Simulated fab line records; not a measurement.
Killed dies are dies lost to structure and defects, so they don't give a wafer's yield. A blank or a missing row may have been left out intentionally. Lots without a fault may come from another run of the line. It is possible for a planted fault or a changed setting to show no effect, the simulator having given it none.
A struck lot beside a sound one -- flow n5-finfet -- 15 out of 1938 route steps
Sound: wafers L504.1, L504.5, L504.6. Struck: wafer L508.2 (left out: L508.6, a lot-mate that was not struck); the cause follows at the end.
For every step that has rows: the tool of each side, followed by ch and its chambers, followed by its first start. Under that, the readings that differ: sound wafers -- struck wafers -- difference of the means -- sigmas: that difference in standard deviations of wafers without a fault.
alike: readings with means less than 2 such deviations apart, plus words and numbers identical on both sides. not compared: withheld readings, readings lacking a value on some wafer, bounds such as >300 that could conceal the same value, and numbers that have no deviation in the record and whose values overlap.
The two part at a step that has a row with sigmas, a row that says differs or no value, or rows on one side only. Numbers that have no deviation but don't overlap get no sigmas and don't part them. Lack of a reading on every wafer of one side parts them only where that side has two or more wafers.

N5_BEOL_M5_OVL_MEAS_29:
  sound on overlay-01 ch 0, day 11 11:14; struck on overlay-02 ch 0, day 11 23:29
  alike: V4_OVL
N5_BEOL_M5_INSPECT_30: inspects for defects (brightfield).
  sound: defect-inspect-02 at day 11 11:18; struck: defect-inspect-01 at day 11 23:32
  alike: raw-defect-count
then, 1 step without rows for these wafers: N5_BEOL_M5_DESCUM_33 (chemistry O2, time 7 s).
N5_BEOL_M5_ETCH_75: etches underlayer in N2/H2, target depth 6.5 nm, time 5.2 s.
  sound on rie-diel-03 ch 0,1,2, day 11 11:22; struck on rie-diel-02 ch 1, day 11 23:36
  alike: drypump-motor-current-A, etch-rf-on-time-s, oes-product-au, rf-vpp-V, showerhead-plenum-p-Torr, throttle-valve-pct
  not compared: rf-hours-counter-h
N5_BEOL_M5_ETCH_67: etches SiARC in CF4, target depth 15.6 nm, time 26 s.
  sound on rie-diel-03 ch 0,1,2, day 11 11:23; struck on rie-diel-02 ch 1, day 11 23:37
  alike: drypump-motor-current-A, etch-rf-on-time-s, mfc-ar-sccm, oes-product-au, rf-vpp-V, showerhead-plenum-p-Torr, throttle-valve-pct
  not compared: rf-hours-counter-h
N5_BEOL_M5_ETCH_68: etches SOC in N2/H2, target depth 80 nm, overetch 16 nm, time 120 s.
  sound on rie-diel-03 ch 0,1,2, day 11 11:25; struck on rie-diel-02 ch 1, day 11 23:39
  alike: drypump-motor-current-A, oes-product-au, rf-vpp-V, showerhead-plenum-p-Torr, throttle-valve-pct
  not compared: rf-hours-counter-h
then, 5 steps without rows for these wafers: N5_BEOL_M5_STRIP_69 (strips in N2/H2); N5_BEOL_M5_STRIP_76 (strips in N2/H2); N5_BEOL_M5_VIA_ETCH_34 (etches SiCOH lowk in C4F6/O2, target depth 88.3 nm, time 39.2 s); N5_BEOL_M5_STRIP_85 (strips in C4F6/O2); N5_BEOL_M5_STRIP_36 (strips in N2/H2).
N5_BEOL_M5_TRENCH_ETCH_37: etches SiCOH lowk in C4F6/O2, target depth 71.652 nm, time 24.7 s.
  sound on rie-diel-03 ch 0,1,2; struck on rie-diel-02 ch 1
  alike: drypump-motor-current-A, mfc-ar-sccm, oes_ar_750_au, oes-product-au, rf-vpp-V, showerhead-plenum-p-Torr, throttle-valve-pct
  not compared: rf-hours-counter-h
N5_BEOL_M5_ETCH_41: etches SiCN in CH3F/O2, target depth 31.5 nm, time 56.7 s.
  sound on rie-diel-03 ch 0,1,2, day 11 11:38; struck on rie-diel-02 ch 1, day 11 23:52
reading,sound,struck,difference,sigmas
model.etch.depth-nm (nm),21.22 21.13 21.33,27.74,+6.51,
  alike: drypump-motor-current-A, mfc-ar-sccm, oes-product-au, rf-vpp-V, showerhead-plenum-p-Torr, throttle-valve-pct
  not compared: rf-hours-counter-h
N5_BEOL_M5_STRIP_91: strips in N2/H2, time 10 s.
  sound on rie-diel-03 ch 0,1,2; struck on rie-diel-02 ch 1
  alike: drypump-motor-current-A, oes-product-au, rf-vpp-V, showerhead-plenum-p-Torr, throttle-valve-pct
  not compared: rf-hours-counter-h
-- here the record skips 4 days between the struck wafers' starts before and after, leaving off in module BEOL_M5 and picking up in module PASSIVATION (first step shown: number 1936 of the route) --
N5_PASSIVATION_PROBE_49:
  sound: prober-02 at day 15 15:11; struck: prober-01 at day 16 00:09
reading,sound,struck,difference,sigmas
killed-at-contacts,25,8,-17,-3
sort_bin_5_function (%),6.2,4.4,-1.8,-2
  alike: defect-limited-yield, killed_at_M0_to_M3, killed_at_M4_up, killed-at-front-end, killed-at-other, killed-dies, killed-open, killed-short, sort_bin_6_memory, sort_bin_8_speed, sort-n-pass, sort-yield-pct

## WHERE THEY PART
Only at N5_PASSIVATION_PROBE_49, as far as this record shows.

WHY: what had been put in by the simulator
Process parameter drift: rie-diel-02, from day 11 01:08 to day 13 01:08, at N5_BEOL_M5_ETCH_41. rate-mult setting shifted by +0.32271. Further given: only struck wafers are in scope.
